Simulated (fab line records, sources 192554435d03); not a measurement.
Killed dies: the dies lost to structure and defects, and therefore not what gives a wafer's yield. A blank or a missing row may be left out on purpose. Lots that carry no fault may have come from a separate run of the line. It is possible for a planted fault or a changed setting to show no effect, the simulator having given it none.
One fault seen from 3 desks    flow n5 finfet    only its own numbers are on each desk; what lay behind them is given at the end

TOOL OWNER'S DESK, litho track-02
The tool's own readings at N5_FIN_SAQP_COAT_50 (time 60 s, resist thk 35 nm): means of the sampled wafers that have a number, for each lot that ran on this tool. The brackets show how far a lot's mean lies from the usual mean; more than 4 standard deviations puts the lot out of limits, marked OUT.
Columns: A = spin speed rpm at N5_FIN_SAQP_COAT_50, usual 1499.9 rpm
lot   first seen here  A
L180  day 1 22:11      1500.3
L195  day 5 15:25      1456.4 (-40) OUT
L196  day 5 21:19      1458.1 (-38) OUT
This desk's finding: out of limits on L195, L196; first on L195, day 5 15:25 (spin speed rpm at N5_FIN_SAQP_COAT_50). Within limits: L180.

FROM THE METROLOGY DESK
Means of the sampled wafers that have a number, per lot and without regard to the tool the lot ran on: this is what the gauges read. The brackets show how far a lot's mean lies from the usual mean; more than 4 standard deviations puts the lot out of limits, marked OUT.
Columns: A = thk nm at N5_FIN_SAQP_THK_MEAS_05, usual 38.4 nm; B = thk nm at N5_FIN_SAQP_THK_MEAS_07, usual 60.2 nm; C = cd nm at N5_FIN_SAQP_CD_MEAS_16, usual 35.7 nm; D = FIN_CORE_OVL at N5_FIN_SAQP_OVL_MEAS_17, usual -0.8 nm
lot   first seen here  A     B     C     D
L180  day 1 21:52      38.7  61.0  35.4  -0.1
L187  day 3 15:29      38.4  60.2  35.5  -1.1
L195  day 5 15:06      37.8  59.3  35.3  -0.2
L196  day 5 21:00      38.6  59.0  35.5  -0.0
L198  day 6 08:55      37.5  59.3  36.0  -0.3
L202  day 7 11:02      39.2  60.8  35.3  -0.9
This desk's verdict: no lot among the 6 shows anything out of limits.

THE DEFECT DESK
For each lot, the counts of the inspections along the route, averaged over the sampled wafers that have a number. The brackets show how far a lot's mean lies from the usual mean; more than 4 standard deviations puts the lot out of limits, marked OUT.
Columns: A = raw defect count at N5_FIN_SAQP_INSPECT_18, usual 427
lot   first seen here  A
L180  day 1 22:37      653
L187  day 3 16:14      335
L195  day 5 15:44      422
L196  day 5 21:38      332
L198  day 6 09:40      295
L202  day 7 11:40      403
This desk's verdict: no lot among the 6 shows anything out of limits.

ALL TOGETHER
On L195, L196, at day 5 15:25, an alarm was possible from the tool owner's desk.
At the metrology desk, nothing out of limits was observed.
No out-of-limits result turned up at the defect desk.
The metrology desk holds a record of L195, L196, inside its limits.
The defect desk has L195, L196 on record, within its limits.
Of the lots named, all ran N5_FIN_SAQP_COAT_50 on litho track-02.

WHAT THE SIMULATOR HAD INSERTED
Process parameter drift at N5_FIN_SAQP_COAT_50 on litho track-02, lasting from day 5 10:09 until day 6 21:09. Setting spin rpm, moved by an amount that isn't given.
Lots struck among those shown: L195, L196.
Each desk's first reading out of limits, in hours after the fault started: the tool owner's desk, 5.
